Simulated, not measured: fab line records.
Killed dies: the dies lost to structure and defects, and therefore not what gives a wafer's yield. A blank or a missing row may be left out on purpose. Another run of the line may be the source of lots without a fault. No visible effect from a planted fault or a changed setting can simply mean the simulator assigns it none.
Comparing a struck lot with a sound one -- flow n5_finfet -- 38 steps out of a route of 1938
Sound: the wafers L582.3, L582.4, L582.6. Struck: wafers L585.2, L585.4 (left out: L585.1, a lot-mate that was not struck); the cause follows at the end.
At each step with rows: each side's tool, then ch and its chambers, then its first start. Under that, the readings that differ: sound wafers -- struck wafers -- difference of the means -- sigmas: that difference in standard deviations of wafers without a fault.
alike: same words and numbers on both sides, and readings whose means sit less than 2 such deviations apart. not compared: any withheld reading, any reading some wafer has no value for, any bound like >300 that may hide the same value, and any number with overlapping values for which the record gives no deviation.
A row with sigmas, a row that says differs or no value, or rows on one side alone: a step with any of these is where the two part. Numbers that have no deviation but don't overlap get no sigmas and don't part them. A reading that every wafer of one side lacks parts them only if that side has two wafers or more.

first, 9 steps without rows for these wafers: N5_MOL_CONTACT_COAG_SPUTTER_130 (material Co, target thk 47.5 nm); N5_MOL_CONTACT_COAG_PRECLEAN_125 (cleans in DIW, time 57.5 s); N5_MOL_CONTACT_COAG_SRD_126 (dry time 32 s); N5_MOL_CONTACT_COAG_CMP_23 (polishes, stops on SiO2, t overpolish 1.5 s, target thk 0 nm); N5_MOL_CONTACT_COAG_WET_ETCH_26 (target Co, target depth 13 nm); N5_MOL_CONTACT_COAG_WET_ETCH_116 (etches the open film in SC1-inhibited, target depth 4.6 nm, rinse time 30 s); N5_MOL_CONTACT_COAG_ALD_27 (deposits SiOC, target thk 17 nm, pulse time 1.5 s, time 2720 s); N5_MOL_CONTACT_COAG_CMP_28 (polishes, stops on SiNx, t overpolish 0.85 s, target thk 14.522 nm); N5_MOL_CONTACT_COAG_ALD_123 (deposits SiNx, target thk 5 nm, pulse time 1 s, purge time 2 s).
N5_MOL_CONTACT_COAG_PECVD_31: deposits SiO2 from TEOS/O2, target thk 46 nm, time 8.9 s.
  sound on pecvd-02 ch 0,1,2, day 5 21:41; struck on pecvd-02 ch 0, day 6 16:56
reading,sound,struck,difference,sigmas
susceptor_temp_C (C),400.43 399.91 400.00,430.59 430.74,+30.55,+99 or more
model.SiO2_of_MOL_CONTACT_COAG_PECVD_31.thk_nm (nm),46.2 46.2 46.4,37.2 37.8,-8.8,
  not compared: since_wet_clean_h
then, 19 steps without rows for these wafers: N5_MOL_CONTACT_COAG_COAT_75 (time 60 s, resist thk 60 nm); N5_MOL_CONTACT_COAG_COAT_76 (time 60 s, resist thk 10 nm); N5_MOL_CONTACT_COAG_COAT_77 (time 60 s, resist thk 10 nm); N5_MOL_CONTACT_COAG_COAT_78 (resist thk 40 nm); N5_MOL_CONTACT_COAG_EBR_80; N5_MOL_CONTACT_COAG_SOFTBAKE_79 (time 60 s); N5_MOL_CONTACT_COAG_EXPOSE_81 (exposes mask VG, defocus 0 nm); N5_MOL_CONTACT_COAG_PEB_82 (peb time 60 s); N5_MOL_CONTACT_COAG_DEVELOP_83 (develop time 30 s); N5_MOL_CONTACT_COAG_DESCUM_88 (chemistry O2, time 7 s); N5_MOL_CONTACT_COAG_ETCH_89 (etches underlayer in N2/H2, target depth 13 nm, time 10.4 s); N5_MOL_CONTACT_COAG_ETCH_90 (etches SiARC in CF4, target depth 13 nm, time 21.7 s); N5_MOL_CONTACT_COAG_ALD_131 (deposits SiO2, target thk 5 nm, pulse time 1 s, co reactant pulse time 1 s); N5_MOL_CONTACT_COAG_ETCHBACK_132 (etches SiO2 in CHF3, target depth 10 nm, time 6.7 s); N5_MOL_CONTACT_COAG_ETCH_91 (etches SOC in N2/H2, target depth 60 nm, overetch 21 nm, time 101.2 s); N5_MOL_CONTACT_COAG_STRIP_92 (strips in N2/H2); N5_MOL_CONTACT_COAG_STRIP_93 (strips in N2/H2); N5_MOL_CONTACT_COAG_ETCHBACK_135 (etches SiO2 in CHF3, target depth 25 nm, time 16.7 s); N5_MOL_CONTACT_COAG_STRIP_118 (strips in CHF3).
N5_MOL_CONTACT_COAG_VIA_ETCH_46: etches SiO2 in C4F6/O2, target depth 46 nm, overetch 9.2 nm, time 40 s.
  sound on rie_diel-01 ch 0,1,3, day 5 22:44; struck on rie_diel-01 ch 1,3, day 6 17:55
reading,sound,struck,difference,sigmas
model.etch.depth_nm (nm),46.16 46.27 46.49,37.15 37.73,-8.87,
  alike: drypump_motor_current_A, oes_product_au, rf_vpp_V, showerhead_plenum_p_Torr, throttle_valve_pct
  not compared: rf_hours_counter_h
then, 5 steps without rows for these wafers: N5_MOL_CONTACT_COAG_STRIP_96 (strips in N2/H2); N5_MOL_CONTACT_COAG_ETCH_47 (etches SiNx in CH3F/O2, stops on W, target depth 27 nm); N5_MOL_CONTACT_COAG_STRIP_119 (strips in N2/H2, time 30 s); N5_MOL_CONTACT_COAG_PRECLEAN_144 (cleans in alkaline clean, time 60 s); N5_MOL_CONTACT_COAG_SRD_145 (time 30 s).
N5_MOL_CONTACT_COAG_CMP_52: polishes, stops on SiO2, t overpolish 1.5 s, target thk 66.5 nm.
  sound on cmp-03 ch 0,2,3, day 6 01:01; struck on cmp-03 ch 1,3, day 6 20:22
reading,sound,struck,difference,sigmas
model.SiO2_of_MOL_CONTACT_COAG_PECVD_31.thk_nm (nm),44.2 44.2 44.4,35 35.6,-9,
  alike: motor_current_A, slurry_filter_dp_kPa
N5_MOL_CONTACT_COAG_THK_MEAS_53:
  struck on film_metro-01, day 6 20:40; sound on film_metro-02, day 6 01:14
reading,sound,struck,difference,sigmas
VIA_MOL_THK (nm),44.2 44.2 44.4,35.1 35.7,-8.9,-17
-- here the record skips 2 days between the struck wafers' starts before and after, leaving off in module MOL_CONTACT_COAG and picking up in module BEOL_M4 (first step shown: number 1111 of the route) --
N5_BEOL_M4_RC_MEAS_101:
  sound on prober-02 ch 0, day 8 13:30; struck on prober-02 ch 0, day 9 08:16
  alike: DIBL_N, DIBL_P, IOFF_N, IOFF_P, ION_N, ION_P, SS_N, SS_P, VT_N, VT_P

== WHERE THEY PART ==
Last at N5_MOL_CONTACT_COAG_THK_MEAS_53 as far as this record goes, first at N5_MOL_CONTACT_COAG_PECVD_31. Later steps at which nothing parts them and some readings are alike: N5_BEOL_M4_RC_MEAS_101.

WHY: the cause the simulator had injected
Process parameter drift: pecvd-02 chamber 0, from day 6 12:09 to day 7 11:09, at N5_MOL_CONTACT_COAG_PECVD_31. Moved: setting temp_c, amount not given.
